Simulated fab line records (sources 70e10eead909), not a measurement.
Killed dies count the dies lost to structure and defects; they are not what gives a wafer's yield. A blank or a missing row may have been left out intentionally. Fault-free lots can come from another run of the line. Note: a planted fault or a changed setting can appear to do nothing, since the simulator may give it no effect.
Chamber matching + flow nand_harc + NHARC_A_CHANNEL_FILL_D2_CMP_10 on cmp-04: 4 sister chambers
The step polishes, target thk 150 nm. 16 wafers are shown with their chamber, then 8 later ones without.

WAFERS, EACH WITH ITS CHAMBER
| wafer  | chamber | time_to_endpoint_s (s) | motor_current_A (A) | edge_zone_pressure_frac |
|--------|---------|------------------------|---------------------|-------------------------|
| L075.3 | 3       | 14.2                   | 12.2                | 1.002                   |
| L075.4 | 2       | 15.9                   | 13.0                | 0.993                   |
| L075.6 | 0       | 18.0                   | 12.7                | 0.995                   |
| L076.1 | 1       | 13.6                   | 12.2                | 1.007                   |
| L076.2 | 0       | 18.4                   | 11.8                | 0.989                   |
| L076.5 | 3       | 17.0                   | 12.4                | 0.984                   |
| L078.1 | 3       | 18.0                   | 11.7                | 0.997                   |
| L078.3 | 2       | 17.4                   | 14.7                | 1.000                   |
| L078.6 | 3       | 17.8                   | 12.0                | 0.997                   |
| L080.1 | 3       | 17.2                   | 11.7                | 1.009                   |
| L080.2 | 2       | 19.0                   | 13.6                | 0.996                   |
| L080.4 | 0       | 18.4                   | 11.1                | 1.001                   |
| L085.2 | 3       | 16.7                   | 11.9                | 1.002                   |
| L085.5 | 2       | 15.9                   | 14.0                | 1.000                   |
| L085.6 | 3       | 17.1                   | 11.7                | 1.002                   |
| L089.4 | 3       | 17.9                   | 12.0                | 0.997                   |

SIGNATURES (means of the wafers above)
| reading                 | chamber 0 | chamber 1 | chamber 2 | chamber 3 | scatter within a chamber |
|-------------------------|-----------|-----------|-----------|-----------|--------------------------|
| time_to_endpoint_s      | 18.267    | 13.600    | 17.050    | 16.988    | 1.19                     |
| motor_current_A         | 11.867    | 12.200    | 13.825    | 11.950    | 0.522                    |
| edge_zone_pressure_frac | 0.99500   | 1.00700   | 0.99725   | 0.99875   | 0.00626                  |
Rule: a wafer lies at a distance from a chamber equal to the root of the sum of squares, over the readings, of (its reading less the chamber's mean, divided by the reading's scatter). If the next closest chamber is less than 2 further off than the closest, the wafer can't be placed; otherwise it belongs to the closest. The scatter is the square root of a quotient: the sum, over the shown wafers, of each reading's squared deviation from its chamber's mean, divided by wafers minus chambers.

WAFERS WITHOUT THEIR CHAMBER
| wafer  | time_to_endpoint_s (s) | motor_current_A (A) | edge_zone_pressure_frac |
|--------|------------------------|---------------------|-------------------------|
| L089.5 | 16.5                   | 11.5                | 1.004                   |
| L089.6 | 17.2                   | 12.5                | 0.998                   |
| L093.1 | 16.6                   | 11.9                | 1.005                   |
| L093.2 | 16.4                   | 11.6                | 1.009                   |
| L093.5 | 13.3                   | 11.5                | 0.989                   |
| L096.2 | 20.2                   | 14.7                | 0.998                   |
| L096.4 | 14.3                   | 11.9                | 1.002                   |
| L096.6 | 22.3                   | 12.4                | 1.004                   |

THE CHAMBER EACH PASSED THROUGH
| wafer  | from the rows above          | in truth |
|--------|------------------------------|----------|
| L089.5 | can't be placed: 3 or 0 or 1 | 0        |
| L089.6 | can't be placed: 3 or 0 or 2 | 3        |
| L093.1 | can't be placed: 3 or 0 or 1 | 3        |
| L093.2 | can't be placed: 3 or 1 or 0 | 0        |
| L093.5 | can't be placed: 1 or 3 or 0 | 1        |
| L096.2 | 2                            | 2        |
| L096.4 | can't be placed: 1 or 3      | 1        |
| L096.6 | can't be placed: 0 or 3 or 2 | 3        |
Correctly placed: 1 of 8. From these rows, 7 cannot be placed; in 7 the true chamber is one of the candidates. Number placed wrongly: 0.
